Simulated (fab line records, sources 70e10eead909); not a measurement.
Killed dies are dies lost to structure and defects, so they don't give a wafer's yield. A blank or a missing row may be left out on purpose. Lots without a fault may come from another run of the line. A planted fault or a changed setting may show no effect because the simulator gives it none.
Tool commonality check | flow nand_harc | 11 lots, 33 wafers sampled

WHY IT WAS OPENED
At NHARC_A_SIN_REMOVE_INSPECT_04 the reading raw_defect_count is flagged on 2 of 11 lots. Wafers without a fault read 394, standard deviation 84.
Rule: a lot is flagged when every wafer of it that has a number lies more than 4 standard deviations from that mean, or none has a number. The other lots count as sound.

lot  | measured     | on                | raw_defect_count, wafer by wafer | flag
L818 | day 20 01:10 | defect_inspect-01 | 331 402 376                      |
L819 | day 20 13:10 | defect_inspect-01 | 344 509 309                      |
L820 | day 20 19:49 | defect_inspect-02 | 333 351 448                      |
L821 | day 21 04:38 | defect_inspect-01 | 506 573 456                      |
L830 | day 25 03:27 | defect_inspect-01 | 993 984 1017                     | FLAGGED
L832 | day 25 20:32 | defect_inspect-02 | 1151 1061 1091                   | FLAGGED
L834 | day 26 22:13 | defect_inspect-02 | 436 333 276                      |
L838 | day 28 08:43 | defect_inspect-01 | 509 391 422                      |
L839 | day 28 20:52 | defect_inspect-01 | 420 459 589                      |
L840 | day 28 20:52 | defect_inspect-02 | 380 354 469                      |
L841 | day 29 12:34 | defect_inspect-02 | 459 495 382                      |
The numbers of the flagged lots are 1050 on average: +656 against the usual, or +8 standard deviations.

WHICH TOOL RAN EACH LOT
The record holds 1 process step before the reading, out of a route of 1302 steps. In each cell: the tool, then ch and the chambers that the sampled wafers went through, then the start.
lot  | flag    | NHARC_A_SLIT_ETCH_26
L818 |         | har_etch-01 ch 0,1, day 19 17:05
L819 |         | har_etch-02 ch 0,1, day 20 05:11
L820 |         | har_etch-01 ch 0,1, day 20 11:54
L821 |         | har_etch-02 ch 0,1, day 20 20:34
L830 | FLAGGED | har_etch-02 ch 0,1, day 24 19:27
L832 | FLAGGED | har_etch-02 ch 0,1, day 25 13:07
L834 |         | har_etch-01 ch 0,1, day 26 14:07
L838 |         | har_etch-01 ch 0,1, day 28 02:07
L839 |         | har_etch-02 ch 0,1, day 28 12:48
L840 |         | har_etch-01 ch 0,1, day 28 12:55
L841 |         | har_etch-01 ch 0,1, day 29 04:35
What these steps do:
- NHARC_A_SLIT_ETCH_26: etches the open film in C4F8/O2/Ar, time 90 s, target depth 400 nm.
- NHARC_A_SIN_REMOVE_INSPECT_04

FLAGGED OVER TOTAL, TOOL BY TOOL (the gauges that took the reading come last)
step                          | tool              | lots run | flagged | share of the flagged lots | sound lots run after its first flagged lot
NHARC_A_SLIT_ETCH_26          | har_etch-01       | 6        | 0       | none                      | -
NHARC_A_SLIT_ETCH_26          | har_etch-02       | 5        | 2       | all                       | 1 (L839)
NHARC_A_SIN_REMOVE_INSPECT_04 | defect_inspect-01 | 6        | 1       | some                      | 2 (L838,L839)
NHARC_A_SIN_REMOVE_INSPECT_04 | defect_inspect-02 | 5        | 1       | some                      | 3 (L834,L840,L841)

WHAT THE TABLE ALLOWS
1 row of the table ran every flagged lot: har_etch-02 at NHARC_A_SLIT_ETCH_26.
- har_etch-02 at NHARC_A_SLIT_ETCH_26: 2 of its 5 lots flagged. Sound lots ran on it after the first flagged one (L839), which a lasting fault on the whole tool wouldn't allow.
No row of the table ran every flagged lot and no sound lot after the first.

WHAT THE SIMULATOR HAD PUT IN
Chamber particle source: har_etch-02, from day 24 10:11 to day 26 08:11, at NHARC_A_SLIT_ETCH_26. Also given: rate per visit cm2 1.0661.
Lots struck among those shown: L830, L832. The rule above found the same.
